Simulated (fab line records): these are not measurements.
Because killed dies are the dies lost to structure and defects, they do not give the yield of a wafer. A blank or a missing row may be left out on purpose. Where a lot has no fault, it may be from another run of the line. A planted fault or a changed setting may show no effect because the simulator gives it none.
Which tool did it?    flow nand-harc    6 lots with 17 wafers sampled at 4 steps, on a route of 1302 steps

## WHAT EACH GAUGE READ, for each wafer
NHARC_END_SORT_01.
lot   measured      on         killed-at-other
L627  day 25 21:14  prober-02  0 1 0
L628  day 26 05:04  prober-02  0 0 0
L631  day 27 20:43  prober-02  0 0 0
L633  day 29 04:44  prober-01  0 0 0
L636  day 30 04:33  prober-01  0 1
L645  day 32 21:00  prober-02  1 1 0

## EACH LOT AND THE TOOL THAT RAN IT (in order: tool; ch and the chambers of the sampled wafers; start)
lot   NHARC_A_CHANNEL_FILL_D1_STRIP_28    NHARC_A_CHANNEL_FILL_D1_CMP_10  NHARC_A_DECK1_JOINT_ETCHBACK_00
L627  rie-diel-04 ch 0,3, day 11 12:53    cmp-02 ch 0,1,2, day 12 19:01   rie-si-01 ch 1,3, day 13 06:10
L628  rie-diel-04 ch 0,1,3, day 11 20:55  cmp-03 ch 0,1,2, day 12 19:03   rie-si-06 ch 0,2,3, day 13 06:10
L631  rie-diel-05 ch 1,2,3, day 13 07:24  cmp-03 ch 0,2,3, day 14 09:04   rie-si-05 ch 1,2,3, day 14 20:02
L633  rie-diel-05 ch 0,1,2, day 14 00:55  cmp-03 ch 1,2,3, day 15 03:16   rie-si-06 ch 0,2,3, day 15 14:23
L636  rie-diel-10 ch 0,3, day 16 01:23    cmp-03 ch 1,2, day 17 00:32     rie-si-05 ch 1,3, day 17 11:43
L645  rie-diel-04 ch 0,2,3, day 18 19:54  cmp-03 ch 0,1,3, day 19 18:55   rie-si-06 ch 0,1,2, day 20 06:03
- NHARC_A_CHANNEL_FILL_D1_STRIP_28: strips in O2, time 20 s.
- NHARC_A_CHANNEL_FILL_D1_CMP_10: polishes, target thk 150 nm.
- NHARC_A_DECK1_JOINT_ETCHBACK_00: etches the open film in HBr, target depth 30 nm, time 17.4 s.

## THE ANSWER, worked out from the rows above alone
Rule: the lots themselves supply what counts as usual. Put in order of their means at a reading, lots are off if they are a third of the lots or fewer, leave a main group of 4 or more, and stand apart from it by a gap of 3 or more times the standard deviation of the main group's means; of several such gaps the widest counts. Not used: any main group whose means are identical at the precision the tables above print for the reading. Also off: a lot with no number at a reading for which 4 or more lots have one. Where the step has rows for the other lots, those lots are counted as sound.
No lot is off at any reading shown: from this, nothing can be told.

## WHAT THE SIMULATOR PUT IN
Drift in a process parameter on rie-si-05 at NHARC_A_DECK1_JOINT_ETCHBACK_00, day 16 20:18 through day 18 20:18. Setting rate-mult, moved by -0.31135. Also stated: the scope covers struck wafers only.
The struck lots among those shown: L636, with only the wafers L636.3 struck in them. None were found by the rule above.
